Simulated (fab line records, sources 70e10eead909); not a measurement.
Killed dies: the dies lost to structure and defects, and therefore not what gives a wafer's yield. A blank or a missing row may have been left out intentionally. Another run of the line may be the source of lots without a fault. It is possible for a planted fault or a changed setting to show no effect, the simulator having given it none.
fab line records / flow nand_harc
[record] lots = 12 wafers = 36 last_day = 33
route steps=1302 shown A_CONTACT@1091 A_BLC@1116
lots that met no fault: taken from a fault-free run of the same line
start_h: start of the lot's first displayed wafer, in hours after the record's first day / wait_h: hours since the lot's step before / " same as the row above / L1.1+2: one row covering several wafers at once / - no value present, or no start provided / * or withheld: withheld / < > ~ a bound
route shown NAME@n: a module of which the file shows steps, and the number in the route of the first / usual: average and standard deviation across the fault-free wafers / same: alike in all rows / chamber/n: place in a boat / sites: each site's reading / _std_site: the values' standard deviation / _edge_site: outer sites' mean less inner sites' / radius_mm: for every site, how far away it sits from the centre of the wafer / mask NAME#n: copy n / behind: tool/chamber where the wafer was last shaped / hold: reason for holding the lot/hours on hold/outcome of the hold / device: which transistor (n, p or np) failed to switch / end of line: the same wafers' tests at the end of the route / for a step that has no rows: nothing shown but its recipe / killed: dies that structure and defects cost at the first sort, which is not the same as the wafer's yield / map: per-die view of a wafer (x killed, . not killed, _ where there is no die)
set.NAME: the run value of the setting; set.NAME@STEP: its run value at that earlier step / model.NAME: the simulator's own value behind a step, which no gauge read
a sample of lots followed through the steps of the route, with each step as a table and each wafer as a row
services: from which hour (start_h, from the record's first day; less than 0 if before it) a tool's chamber was out of use, for how many hours, and why
[[steps]]
[step NHARC_A_CONTACT_ETCH_139]
[recipe] source_w = withheld pressure_mtorr = 20 bias_v = 400 time_s = 195 target_depth_a = 8400 ar_flow_sccm = withheld c4f8_flow_sccm = 11.5 o2_flow_sccm = 7.2 chemistry = C4F8/O2/Ar
lot.wafer=L567.4 tool=har_cap_etch-02 chamber=0 start_h=518.92 wait_h=0.2 rf_hours_counter_h=-
lot.wafer=L567.3 tool=har_cap_etch-02 chamber=1 start_h=518.92 wait_h=0.2 rf_hours_counter_h=-
lot.wafer=L567.6 tool=har_cap_etch-02 chamber=1 start_h=518.92 wait_h=0.2 rf_hours_counter_h=-
lot.wafer=L565.1 tool=har_cap_etch-01 chamber=0 start_h=525.20 wait_h=0.2 rf_hours_counter_h=3
lot.wafer=L565.6 tool=har_cap_etch-01 chamber=0 start_h=525.20 wait_h=0.2 rf_hours_counter_h=-
lot.wafer=L565.5 tool=har_cap_etch-01 chamber=1 start_h=525.20 wait_h=0.2 rf_hours_counter_h=-
lot.wafer=L570.3 tool=har_cap_etch-03 chamber=0 start_h=576.49 wait_h=0.2 rf_hours_counter_h=-
lot.wafer=L570.4 tool=har_cap_etch-03 chamber=1 start_h=576.49 wait_h=0.2 rf_hours_counter_h=-
lot.wafer=L570.5 tool=har_cap_etch-03 chamber=0 start_h=576.49 wait_h=0.2 rf_hours_counter_h=-
lot.wafer=L568.4 tool=har_cap_etch-03 chamber=1 start_h=585.11 wait_h=0.2 rf_hours_counter_h=-
lot.wafer=L568.6 tool=har_cap_etch-03 chamber=0 start_h=585.11 wait_h=0.2 rf_hours_counter_h=-
lot.wafer=L568.5 tool=har_cap_etch-03 chamber=1 start_h=585.11 wait_h=0.2 rf_hours_counter_h=-
lot.wafer=L571.3 tool=har_cap_etch-02 chamber=0 start_h=586.28 wait_h=0.2 rf_hours_counter_h=-
lot.wafer=L571.4 tool=har_cap_etch-02 chamber=1 start_h=586.28 wait_h=0.2 rf_hours_counter_h=-
lot.wafer=L571.5 tool=har_cap_etch-02 chamber=0 start_h=586.28 wait_h=0.2 rf_hours_counter_h=-
lot.wafer=L573.1 tool=har_cap_etch-02 chamber=0 start_h=596.18 wait_h=0.2 rf_hours_counter_h=100
lot.wafer=L573.3 tool=har_cap_etch-02 chamber=1 start_h=596.18 wait_h=0.2 rf_hours_counter_h=-
lot.wafer=L573.5 tool=har_cap_etch-02 chamber=1 start_h=596.18 wait_h=0.2 rf_hours_counter_h=-
lot.wafer=L574.1 tool=har_cap_etch-02 chamber=0 start_h=610.51 wait_h=0.2 rf_hours_counter_h=102
lot.wafer=L574.2 tool=har_cap_etch-02 chamber=1 start_h=610.51 wait_h=0.2 rf_hours_counter_h=102
lot.wafer=L574.6 tool=har_cap_etch-02 chamber=0 start_h=610.51 wait_h=0.2 rf_hours_counter_h=-
lot.wafer=L581.2 tool=har_cap_etch-01 chamber=0 start_h=668.91 wait_h=0.2 rf_hours_counter_h=28
lot.wafer=L581.3 tool=har_cap_etch-01 chamber=1 start_h=668.91 wait_h=0.2 rf_hours_counter_h=-
lot.wafer=L581.4 tool=har_cap_etch-01 chamber=0 start_h=668.91 wait_h=0.2 rf_hours_counter_h=-
lot.wafer=L583.1 tool=har_cap_etch-02 chamber=0 start_h=683.59 wait_h=0.2 rf_hours_counter_h=116
lot.wafer=L583.2 tool=har_cap_etch-02 chamber=1 start_h=683.59 wait_h=0.2 rf_hours_counter_h=116
lot.wafer=L583.5 tool=har_cap_etch-02 chamber=0 start_h=683.59 wait_h=0.2 rf_hours_counter_h=-
lot.wafer=L585.3 tool=har_cap_etch-01 chamber=0 start_h=701.08 wait_h=0.2 rf_hours_counter_h=-
lot.wafer=L585.4 tool=har_cap_etch-01 chamber=1 start_h=701.08 wait_h=0.2 rf_hours_counter_h=-
lot.wafer=L585.6 tool=har_cap_etch-01 chamber=1 start_h=701.08 wait_h=0.2 rf_hours_counter_h=-
lot.wafer=L587.2 tool=har_cap_etch-03 chamber=0 start_h=737.07 wait_h=0.2 rf_hours_counter_h=85
lot.wafer=L587.1 tool=har_cap_etch-03 chamber=1 start_h=737.07 wait_h=0.2 rf_hours_counter_h=85
lot.wafer=L587.5 tool=har_cap_etch-03 chamber=1 start_h=737.07 wait_h=0.2 rf_hours_counter_h=-
lot.wafer=L588.3 tool=har_cap_etch-02 chamber=0 start_h=744.98 wait_h=0.2 rf_hours_counter_h=-
lot.wafer=L588.4 tool=har_cap_etch-02 chamber=1 start_h=744.98 wait_h=0.2 rf_hours_counter_h=-
lot.wafer=L588.5 tool=har_cap_etch-02 chamber=0 start_h=744.98 wait_h=0.2 rf_hours_counter_h=-
[step NHARC_A_BLC_DEVELOP_09]
[recipe] develop_time_s = 35 dev_temp_c = 23
lot.wafer=L567.3+4+6 tool=litho_track-06 chamber=0 start_h=522 wait_h=-
lot.wafer=L565.1+5+6 tool=litho_track-01 chamber=0 start_h=528 wait_h=-
lot.wafer=L570.3+4+5 tool=litho_track-01 chamber=0 start_h=580 wait_h=-
lot.wafer=L568.4+5+6 tool=litho_track-06 chamber=0 start_h=588 wait_h=-
lot.wafer=L571.3+4+5 tool=litho_track-01 chamber=0 start_h=589 wait_h=-
lot.wafer=L573.1+3+5 tool=litho_track-06 chamber=0 start_h=599 wait_h=-
lot.wafer=L574.1+2+6 tool=litho_track-01 chamber=0 start_h=614 wait_h=-
lot.wafer=L581.2+3+4 tool=litho_track-06 chamber=0 start_h=672 wait_h=-
lot.wafer=L583.1+2+5 tool=litho_track-06 chamber=0 start_h=687 wait_h=-
lot.wafer=L585.3+4+6 tool=litho_track-01 chamber=0 start_h=704 wait_h=-
lot.wafer=L587.1+2+5 tool=litho_track-01 chamber=0 start_h=740 wait_h=-
lot.wafer=L588.3+4+5 tool=litho_track-04 chamber=0 start_h=748 wait_h=-
[step NHARC_A_BLC_CD_MEAS_10]
[recipe] target_cd_nm = 100 landing_energy_ev = 500
[usual] cd_nm = 99.9/0.77
lot.wafer=L567.3 tool=cd_sem-03 chamber=0 start_h=523.00 wait_h=- cd_nm=98.6
lot.wafer=L567.4 tool=cd_sem-03 chamber=0 start_h=523.00 wait_h=- cd_nm=99.3
lot.wafer=L567.6 tool=cd_sem-03 chamber=0 start_h=523.00 wait_h=- cd_nm=98.3
lot.wafer=L565.1 tool=cd_sem-02 chamber=0 start_h=528.95 wait_h=- cd_nm=99.5
lot.wafer=L565.5 tool=cd_sem-02 chamber=0 start_h=528.95 wait_h=- cd_nm=100.0
lot.wafer=L565.6 tool=cd_sem-02 chamber=0 start_h=528.95 wait_h=- cd_nm=100.0
lot.wafer=L570.3 tool=cd_sem-01 chamber=0 start_h=580.24 wait_h=- cd_nm=99.6
lot.wafer=L570.4 tool=cd_sem-01 chamber=0 start_h=580.24 wait_h=- cd_nm=100.0
lot.wafer=L570.5 tool=cd_sem-01 chamber=0 start_h=580.24 wait_h=- cd_nm=99.2
lot.wafer=L568.4 tool=cd_sem-02 chamber=0 start_h=588.73 wait_h=- cd_nm=100.4
lot.wafer=L568.5 tool=cd_sem-02 chamber=0 start_h=588.73 wait_h=- cd_nm=99.4
lot.wafer=L568.6 tool=cd_sem-02 chamber=0 start_h=588.73 wait_h=- cd_nm=99.7
lot.wafer=L571.3 tool=cd_sem-03 chamber=0 start_h=589.82 wait_h=- cd_nm=99.6
lot.wafer=L571.4 tool=cd_sem-03 chamber=0 start_h=589.82 wait_h=- cd_nm=100.8
lot.wafer=L571.5 tool=cd_sem-03 chamber=0 start_h=589.82 wait_h=- cd_nm=101.3
lot.wafer=L573.1 tool=cd_sem-02 chamber=0 start_h=599.71 wait_h=- cd_nm=100.0
lot.wafer=L573.3 tool=cd_sem-02 chamber=0 start_h=599.71 wait_h=- cd_nm=99.8
lot.wafer=L573.5 tool=cd_sem-02 chamber=0 start_h=599.71 wait_h=- cd_nm=98.9
lot.wafer=L574.1 tool=cd_sem-03 chamber=0 start_h=614.12 wait_h=- cd_nm=101.2
lot.wafer=L574.2 tool=cd_sem-03 chamber=0 start_h=614.12 wait_h=- cd_nm=100.0
lot.wafer=L574.6 tool=cd_sem-03 chamber=0 start_h=614.12 wait_h=- cd_nm=100.6
lot.wafer=L581.2 tool=cd_sem-01 chamber=0 start_h=672.46 wait_h=- cd_nm=94.2
lot.wafer=L581.3 tool=cd_sem-01 chamber=0 start_h=672.46 wait_h=- cd_nm=94.9
lot.wafer=L581.4 tool=cd_sem-01 chamber=0 start_h=672.46 wait_h=- cd_nm=93.1
lot.wafer=L583.1 tool=cd_sem-01 chamber=0 start_h=687.57 wait_h=- cd_nm=93.8
lot.wafer=L583.2 tool=cd_sem-01 chamber=0 start_h=687.57 wait_h=- cd_nm=93.7
lot.wafer=L583.5 tool=cd_sem-01 chamber=0 start_h=687.57 wait_h=- cd_nm=93.7
lot.wafer=L585.3 tool=cd_sem-01 chamber=0 start_h=704.73 wait_h=- cd_nm=100.9
lot.wafer=L585.4 tool=cd_sem-01 chamber=0 start_h=704.73 wait_h=- cd_nm=101.4
lot.wafer=L585.6 tool=cd_sem-01 chamber=0 start_h=704.73 wait_h=- cd_nm=100.7
lot.wafer=L587.1 tool=cd_sem-02 chamber=0 start_h=740.65 wait_h=- cd_nm=100.2
lot.wafer=L587.2 tool=cd_sem-02 chamber=0 start_h=740.65 wait_h=- cd_nm=99.8
lot.wafer=L587.5 tool=cd_sem-02 chamber=0 start_h=740.65 wait_h=- cd_nm=100.3
lot.wafer=L588.3 tool=cd_sem-01 chamber=0 start_h=748.61 wait_h=- cd_nm=98.4
lot.wafer=L588.4 tool=cd_sem-01 chamber=0 start_h=748.61 wait_h=- cd_nm=99.6
lot.wafer=L588.5 tool=cd_sem-01 chamber=0 start_h=748.61 wait_h=- cd_nm=100.3
[step NHARC_A_BLC_INSPECT_12]
[usual] raw_defect_count = 82/42
lot.wafer=L567.3 tool=defect_inspect-01 chamber=- start_h=523.12 wait_h=0.0 raw_defect_count=91
lot.wafer=L567.4 tool=defect_inspect-01 chamber=- start_h=523.12 wait_h=0.0 raw_defect_count=67
lot.wafer=L567.6 tool=defect_inspect-01 chamber=- start_h=523.12 wait_h=0.0 raw_defect_count=61
lot.wafer=L565.1 tool=defect_inspect-02 chamber=- start_h=529.08 wait_h=0.0 raw_defect_count=13
lot.wafer=L565.5 tool=defect_inspect-02 chamber=- start_h=529.08 wait_h=0.0 raw_defect_count=19
lot.wafer=L565.6 tool=defect_inspect-02 chamber=- start_h=529.08 wait_h=0.0 raw_defect_count=21
lot.wafer=L570.3 tool=defect_inspect-02 chamber=- start_h=580.36 wait_h=0.0 raw_defect_count=52
lot.wafer=L570.4 tool=defect_inspect-02 chamber=- start_h=580.36 wait_h=0.0 raw_defect_count=64
lot.wafer=L570.5 tool=defect_inspect-02 chamber=- start_h=580.36 wait_h=0.0 raw_defect_count=67
lot.wafer=L568.4 tool=defect_inspect-02 chamber=- start_h=588.85 wait_h=0.0 raw_defect_count=25
lot.wafer=L568.5 tool=defect_inspect-02 chamber=- start_h=588.85 wait_h=0.0 raw_defect_count=19
lot.wafer=L568.6 tool=defect_inspect-02 chamber=- start_h=588.85 wait_h=0.0 raw_defect_count=36
lot.wafer=L571.3 tool=defect_inspect-01 chamber=- start_h=589.94 wait_h=0.0 raw_defect_count=148
lot.wafer=L571.4 tool=defect_inspect-01 chamber=- start_h=589.94 wait_h=0.0 raw_defect_count=142
lot.wafer=L571.5 tool=defect_inspect-01 chamber=- start_h=589.94 wait_h=0.0 raw_defect_count=170
lot.wafer=L573.1 tool=defect_inspect-01 chamber=- start_h=599.84 wait_h=0.0 raw_defect_count=170
lot.wafer=L573.3 tool=defect_inspect-01 chamber=- start_h=599.84 wait_h=0.0 raw_defect_count=165
lot.wafer=L573.5 tool=defect_inspect-01 chamber=- start_h=599.84 wait_h=0.0 raw_defect_count=143
lot.wafer=L574.1 tool=defect_inspect-01 chamber=- start_h=614.26 wait_h=0.0 raw_defect_count=74
lot.wafer=L574.2 tool=defect_inspect-01 chamber=- start_h=614.26 wait_h=0.0 raw_defect_count=69
lot.wafer=L574.6 tool=defect_inspect-01 chamber=- start_h=614.26 wait_h=0.0 raw_defect_count=75
lot.wafer=L581.2 tool=defect_inspect-02 chamber=- start_h=672.58 wait_h=0.0 raw_defect_count=98
lot.wafer=L581.3 tool=defect_inspect-02 chamber=- start_h=672.58 wait_h=0.0 raw_defect_count=98
lot.wafer=L581.4 tool=defect_inspect-02 chamber=- start_h=672.58 wait_h=0.0 raw_defect_count=116
lot.wafer=L583.1 tool=defect_inspect-02 chamber=- start_h=687.69 wait_h=0.0 raw_defect_count=81
lot.wafer=L583.2 tool=defect_inspect-02 chamber=- start_h=687.69 wait_h=0.0 raw_defect_count=82
lot.wafer=L583.5 tool=defect_inspect-02 chamber=- start_h=687.69 wait_h=0.0 raw_defect_count=84
lot.wafer=L585.3 tool=defect_inspect-01 chamber=- start_h=704.85 wait_h=0.0 raw_defect_count=136
lot.wafer=L585.4 tool=defect_inspect-01 chamber=- start_h=704.85 wait_h=0.0 raw_defect_count=120
lot.wafer=L585.6 tool=defect_inspect-01 chamber=- start_h=704.85 wait_h=0.0 raw_defect_count=130
lot.wafer=L587.1 tool=defect_inspect-01 chamber=- start_h=740.78 wait_h=0.0 raw_defect_count=20
lot.wafer=L587.2 tool=defect_inspect-01 chamber=- start_h=740.78 wait_h=0.0 raw_defect_count=19
lot.wafer=L587.5 tool=defect_inspect-01 chamber=- start_h=740.78 wait_h=0.0 raw_defect_count=18
lot.wafer=L588.3 tool=defect_inspect-01 chamber=- start_h=748.73 wait_h=0.0 raw_defect_count=56
lot.wafer=L588.4 tool=defect_inspect-01 chamber=- start_h=748.73 wait_h=0.0 raw_defect_count=63
lot.wafer=L588.5 tool=defect_inspect-01 chamber=- start_h=748.73 wait_h=0.0 raw_defect_count=64
[step NHARC_A_BLC_ETCH_17]
[recipe] target_depth_a = 3900 over_etch_frac = 0.25 time_s = 609.38 ion_energy_ev = 200 n2_flow_sccm = 150 h2_flow_sccm = 150 ar_flow_sccm = 0 rf_w = 400 bias_w = 150 chemistry = N2/H2
[usual] drypump_motor_current_A = 5.6/0.44 h2_flow_sccm = 150.1/0.43 n2_flow_sccm = 150.0/0.46 oes_product_au = 1.001/0.011 rf_vpp_V = 430.4/2.4 showerhead_plenum_p_Torr = 2.04/0.085 throttle_valve_pct = 14.171/0.0094
lot.wafer=L567.4 tool=rie_diel-04 chamber=3 start_h=- wait_h=- drypump_motor_current_A=5.8 h2_flow_sccm=150.0 n2_flow_sccm=150.2 oes_product_au=0.996 rf_hours_counter_h=13 rf_vpp_V=426.7 showerhead_plenum_p_Torr=1.93 throttle_valve_pct=14.170
lot.wafer=L567.3 tool=rie_diel-04 chamber=0 start_h=- wait_h=- drypump_motor_current_A=5.5 h2_flow_sccm=149.9 n2_flow_sccm=150.1 oes_product_au=0.992 rf_hours_counter_h=13 rf_vpp_V=429.8 showerhead_plenum_p_Torr=2.04 throttle_valve_pct=14.169
lot.wafer=L567.6 tool=rie_diel-04 chamber=3 start_h=- wait_h=- drypump_motor_current_A=5.8 h2_flow_sccm=150.2 n2_flow_sccm=150.5 oes_product_au=0.993 rf_hours_counter_h=- rf_vpp_V=426.7 showerhead_plenum_p_Torr=1.93 throttle_valve_pct=14.180
lot.wafer=L565.1 tool=rie_diel-04 chamber=1 start_h=- wait_h=- drypump_motor_current_A=5.4 h2_flow_sccm=150.1 n2_flow_sccm=150.2 oes_product_au=0.981 rf_hours_counter_h=14 rf_vpp_V=431.5 showerhead_plenum_p_Torr=2.09 throttle_valve_pct=14.158
lot.wafer=L565.5 tool=rie_diel-04 chamber=0 start_h=- wait_h=- drypump_motor_current_A=5.5 h2_flow_sccm=149.1 n2_flow_sccm=150.2 oes_product_au=0.985 rf_hours_counter_h=- rf_vpp_V=431.2 showerhead_plenum_p_Torr=2.04 throttle_valve_pct=14.160
lot.wafer=L565.6 tool=rie_diel-04 chamber=1 start_h=- wait_h=- drypump_motor_current_A=5.4 h2_flow_sccm=150.6 n2_flow_sccm=150.4 oes_product_au=0.984 rf_hours_counter_h=- rf_vpp_V=432.2 showerhead_plenum_p_Torr=2.09 throttle_valve_pct=14.182
lot.wafer=L570.3 tool=rie_diel-04 chamber=3 start_h=- wait_h=- drypump_motor_current_A=5.8 h2_flow_sccm=150.0 n2_flow_sccm=150.5 oes_product_au=1.012 rf_hours_counter_h=2 rf_vpp_V=428.7 showerhead_plenum_p_Torr=1.93 throttle_valve_pct=14.165
lot.wafer=L570.4 tool=rie_diel-04 chamber=0 start_h=- wait_h=- drypump_motor_current_A=5.5 h2_flow_sccm=150.0 n2_flow_sccm=150.1 oes_product_au=1.003 rf_hours_counter_h=2 rf_vpp_V=430.8 showerhead_plenum_p_Torr=2.04 throttle_valve_pct=14.180
lot.wafer=L570.5 tool=rie_diel-04 chamber=2 start_h=- wait_h=- drypump_motor_current_A=5.1 h2_flow_sccm=150.1 n2_flow_sccm=149.2 oes_product_au=0.997 rf_hours_counter_h=- rf_vpp_V=430.4 showerhead_plenum_p_Torr=2.08 throttle_valve_pct=14.167
lot.wafer=L568.4 tool=rie_diel-10 chamber=1 start_h=- wait_h=- drypump_motor_current_A=5.9 h2_flow_sccm=150.2 n2_flow_sccm=149.9 oes_product_au=0.995 rf_hours_counter_h=9 rf_vpp_V=427.9 showerhead_plenum_p_Torr=2.00 throttle_valve_pct=14.175
lot.wafer=L568.5 tool=rie_diel-10 chamber=2 start_h=- wait_h=- drypump_motor_current_A=5.2 h2_flow_sccm=150.3 n2_flow_sccm=149.3 oes_product_au=0.986 rf_hours_counter_h=- rf_vpp_V=435.5 showerhead_plenum_p_Torr=2.20 throttle_valve_pct=14.172
lot.wafer=L568.6 tool=rie_diel-10 chamber=3 start_h=- wait_h=- drypump_motor_current_A=6.4 h2_flow_sccm=150.3 n2_flow_sccm=149.8 oes_product_au=0.989 rf_hours_counter_h=- rf_vpp_V=427.7 showerhead_plenum_p_Torr=1.96 throttle_valve_pct=14.181
lot.wafer=L571.3 tool=rie_diel-04 chamber=2 start_h=- wait_h=- drypump_motor_current_A=5.1 h2_flow_sccm=149.9 n2_flow_sccm=150.5 oes_product_au=1.005 rf_hours_counter_h=4 rf_vpp_V=431.7 showerhead_plenum_p_Torr=2.08 throttle_valve_pct=14.162
lot.wafer=L571.4 tool=rie_diel-04 chamber=3 start_h=- wait_h=- drypump_motor_current_A=5.8 h2_flow_sccm=150.6 n2_flow_sccm=150.9 oes_product_au=1.013 rf_hours_counter_h=4 rf_vpp_V=427.6 showerhead_plenum_p_Torr=1.93 throttle_valve_pct=14.171
lot.wafer=L571.5 tool=rie_diel-04 chamber=3 start_h=- wait_h=- drypump_motor_current_A=5.8 h2_flow_sccm=149.6 n2_flow_sccm=150.5 oes_product_au=1.030 rf_hours_counter_h=- rf_vpp_V=427.6 showerhead_plenum_p_Torr=1.93 throttle_valve_pct=14.174
lot.wafer=L573.1 tool=rie_diel-04 chamber=0 start_h=- wait_h=- drypump_motor_current_A=5.5 h2_flow_sccm=149.7 n2_flow_sccm=149.5 oes_product_au=1.016 rf_hours_counter_h=5 rf_vpp_V=430.7 showerhead_plenum_p_Torr=2.04 throttle_valve_pct=14.175
lot.wafer=L573.3 tool=rie_diel-04 chamber=1 start_h=- wait_h=- drypump_motor_current_A=5.4 h2_flow_sccm=149.9 n2_flow_sccm=149.7 oes_product_au=1.016 rf_hours_counter_h=5 rf_vpp_V=431.5 showerhead_plenum_p_Torr=2.09 throttle_valve_pct=14.176
lot.wafer=L573.5 tool=rie_diel-04 chamber=1 start_h=- wait_h=- drypump_motor_current_A=5.4 h2_flow_sccm=150.5 n2_flow_sccm=149.5 oes_product_au=1.017 rf_hours_counter_h=- rf_vpp_V=431.5 showerhead_plenum_p_Torr=2.09 throttle_valve_pct=14.156
lot.wafer=L574.1 tool=rie_diel-10 chamber=1 start_h=- wait_h=- drypump_motor_current_A=5.9 h2_flow_sccm=149.7 n2_flow_sccm=149.2 oes_product_au=0.994 rf_hours_counter_h=0 rf_vpp_V=430.0 showerhead_plenum_p_Torr=2.00 throttle_valve_pct=14.178
lot.wafer=L574.2 tool=rie_diel-10 chamber=0 start_h=- wait_h=- drypump_motor_current_A=5.1 h2_flow_sccm=150.0 n2_flow_sccm=149.7 oes_product_au=1.001 rf_hours_counter_h=1 rf_vpp_V=428.9 showerhead_plenum_p_Torr=2.01 throttle_valve_pct=14.170
lot.wafer=L574.6 tool=rie_diel-10 chamber=2 start_h=- wait_h=- drypump_motor_current_A=5.2 h2_flow_sccm=150.5 n2_flow_sccm=150.2 oes_product_au=0.989 rf_hours_counter_h=- rf_vpp_V=433.8 showerhead_plenum_p_Torr=2.20 throttle_valve_pct=14.167
lot.wafer=L581.3 tool=rie_diel-10 chamber=3 start_h=- wait_h=- drypump_motor_current_A=6.4 h2_flow_sccm=149.8 n2_flow_sccm=150.0 oes_product_au=0.990 rf_hours_counter_h=5 rf_vpp_V=429.0 showerhead_plenum_p_Torr=1.96 throttle_valve_pct=14.162
lot.wafer=L581.4 tool=rie_diel-10 chamber=0 start_h=- wait_h=- drypump_motor_current_A=5.1 h2_flow_sccm=150.4 n2_flow_sccm=149.4 oes_product_au=1.012 rf_hours_counter_h=5 rf_vpp_V=430.2 showerhead_plenum_p_Torr=2.01 throttle_valve_pct=14.163
lot.wafer=L581.2 tool=rie_diel-10 chamber=2 start_h=- wait_h=- drypump_motor_current_A=5.2 h2_flow_sccm=150.6 n2_flow_sccm=149.1 oes_product_au=0.999 rf_hours_counter_h=5 rf_vpp_V=432.8 showerhead_plenum_p_Torr=2.20 throttle_valve_pct=14.173
lot.wafer=L583.2 tool=rie_diel-10 chamber=1 start_h=- wait_h=- drypump_motor_current_A=5.9 h2_flow_sccm=150.6 n2_flow_sccm=150.4 oes_product_au=0.999 rf_hours_counter_h=5 rf_vpp_V=430.2 showerhead_plenum_p_Torr=2.00 throttle_valve_pct=14.160
lot.wafer=L583.1 tool=rie_diel-10 chamber=0 start_h=- wait_h=- drypump_motor_current_A=5.1 h2_flow_sccm=150.2 n2_flow_sccm=150.1 oes_product_au=1.001 rf_hours_counter_h=5 rf_vpp_V=429.7 showerhead_plenum_p_Torr=2.00 throttle_valve_pct=14.166
lot.wafer=L583.5 tool=rie_diel-10 chamber=2 start_h=- wait_h=- drypump_motor_current_A=5.2 h2_flow_sccm=150.4 n2_flow_sccm=150.2 oes_product_au=1.004 rf_hours_counter_h=- rf_vpp_V=433.8 showerhead_plenum_p_Torr=2.20 throttle_valve_pct=14.171
lot.wafer=L585.3 tool=rie_diel-10 chamber=1 start_h=- wait_h=- drypump_motor_current_A=5.9 h2_flow_sccm=150.3 n2_flow_sccm=149.6 oes_product_au=0.993 rf_hours_counter_h=7 rf_vpp_V=429.0 showerhead_plenum_p_Torr=2.00 throttle_valve_pct=14.176
lot.wafer=L585.4 tool=rie_diel-10 chamber=2 start_h=- wait_h=- drypump_motor_current_A=5.2 h2_flow_sccm=150.3 n2_flow_sccm=150.3 oes_product_au=1.006 rf_hours_counter_h=7 rf_vpp_V=435.1 showerhead_plenum_p_Torr=2.20 throttle_valve_pct=14.167
lot.wafer=L585.6 tool=rie_diel-10 chamber=2 start_h=- wait_h=- drypump_motor_current_A=5.2 h2_flow_sccm=150.1 n2_flow_sccm=150.1 oes_product_au=0.995 rf_hours_counter_h=- rf_vpp_V=433.6 showerhead_plenum_p_Torr=2.20 throttle_valve_pct=14.174
lot.wafer=L587.1 tool=rie_diel-10 chamber=1 start_h=- wait_h=- drypump_motor_current_A=5.9 h2_flow_sccm=150.0 n2_flow_sccm=150.4 oes_product_au=1.004 rf_hours_counter_h=10 rf_vpp_V=429.6 showerhead_plenum_p_Torr=2.00 throttle_valve_pct=14.162
lot.wafer=L587.2 tool=rie_diel-10 chamber=2 start_h=- wait_h=- drypump_motor_current_A=5.2 h2_flow_sccm=150.7 n2_flow_sccm=150.1 oes_product_au=1.009 rf_hours_counter_h=11 rf_vpp_V=435.1 showerhead_plenum_p_Torr=2.19 throttle_valve_pct=14.180
lot.wafer=L587.5 tool=rie_diel-10 chamber=0 start_h=- wait_h=- drypump_motor_current_A=5.1 h2_flow_sccm=150.3 n2_flow_sccm=150.1 oes_product_au=1.006 rf_hours_counter_h=- rf_vpp_V=429.0 showerhead_plenum_p_Torr=2.00 throttle_valve_pct=14.176
lot.wafer=L588.3 tool=rie_diel-10 chamber=2 start_h=- wait_h=- drypump_motor_current_A=5.2 h2_flow_sccm=149.8 n2_flow_sccm=148.9 oes_product_au=1.008 rf_hours_counter_h=11 rf_vpp_V=433.6 showerhead_plenum_p_Torr=2.19 throttle_valve_pct=14.181
lot.wafer=L588.4 tool=rie_diel-10 chamber=3 start_h=- wait_h=- drypump_motor_current_A=6.4 h2_flow_sccm=149.6 n2_flow_sccm=150.3 oes_product_au=0.989 rf_hours_counter_h=11 rf_vpp_V=429.4 showerhead_plenum_p_Torr=1.96 throttle_valve_pct=14.170
lot.wafer=L588.5 tool=rie_diel-10 chamber=2 start_h=- wait_h=- drypump_motor_current_A=5.2 h2_flow_sccm=149.7 n2_flow_sccm=149.9 oes_product_au=1.001 rf_hours_counter_h=- rf_vpp_V=433.2 showerhead_plenum_p_Torr=2.19 throttle_valve_pct=14.162
[[services]]
tool=har_cap_etch-01 chamber=- start_h=499.38 hours=17.0 kind=pm
tool=rie_diel-10 chamber=0 start_h=502.12 hours=- kind=clean
tool=rie_diel-10 chamber=1 start_h=502.12 hours=- kind=clean
tool=rie_diel-10 chamber=2 start_h=502.12 hours=- kind=clean
tool=litho_track-01 chamber=- start_h=505.00 hours=7.0 kind=pm
tool=rie_diel-04 chamber=1 start_h=512.98 hours=1.3 kind=repair
tool=litho_track-06 chamber=- start_h=529.00 hours=7.0 kind=pm
tool=har_cap_etch-01 chamber=- start_h=530.88 hours=0.3 kind=repair
tool=rie_diel-04 chamber=- start_h=531.90 hours=9.0 kind=pm
tool=rie_diel-10 chamber=1 start_h=546.39 hours=1.7 kind=repair
tool=litho_track-04 chamber=- start_h=553.00 hours=7.0 kind=pm
tool=rie_diel-10 chamber=- start_h=596.50 hours=9.0 kind=pm
tool=rie_diel-04 chamber=1 start_h=604.92 hours=8.3 kind=repair
tool=rie_diel-04 chamber=2 start_h=616.94 hours=19.4 kind=repair
tool=rie_diel-04 chamber=1 start_h=617.14 hours=8.9 kind=repair
tool=har_cap_etch-03 chamber=- start_h=632.38 hours=0.8 kind=repair
tool=har_cap_etch-01 chamber=- start_h=638.77 hours=0.6 kind=repair
tool=har_cap_etch-03 chamber=- start_h=642.38 hours=2.3 kind=repair
tool=litho_track-01 chamber=- start_h=680.00 hours=7.0 kind=pm
tool=rie_diel-04 chamber=- start_h=689.60 hours=1.2 kind=repair
tool=rie_diel-04 chamber=0 start_h=694.29 hours=32.4 kind=repair
tool=litho_track-06 chamber=- start_h=704.00 hours=7.0 kind=pm
tool=rie_diel-04 chamber=- start_h=709.30 hours=9.0 kind=pm
tool=litho_track-04 chamber=- start_h=728.00 hours=7.0 kind=pm
[[key]]
[first_sign] step = NHARC_A_BLC_CD_MEAS_10 reading = cd_nm direction = down sigmas = 7.8 usual = 99.9 struck = 93.9
effect none on later readings
met_at NHARC_A_BLC_DEVELOP_09
struck_lots L581,L583
tester_left_out L581,L583
not_acting_at NHARC_A_CONTACT_ETCH_139,NHARC_A_BLC_INSPECT_12,NHARC_A_BLC_ETCH_17
onset_between 599 672
[fault] kind = process_parameter_drift tool = litho_track-06 chamber = - onset_h = 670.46 steps = NHARC_A_BLC_DEVELOP_09 channel = develop_time_s offset = * shape = step end_h = 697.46 acts_in = * stated = *
// tester_left_out: of these lots the tester's yield and bins aren't shown, on N5 and GAA mostly nor the transistor test; their killed dies are dies lost to structure and defects alone, not to doping, threshold or leakage, so they don't give the yield
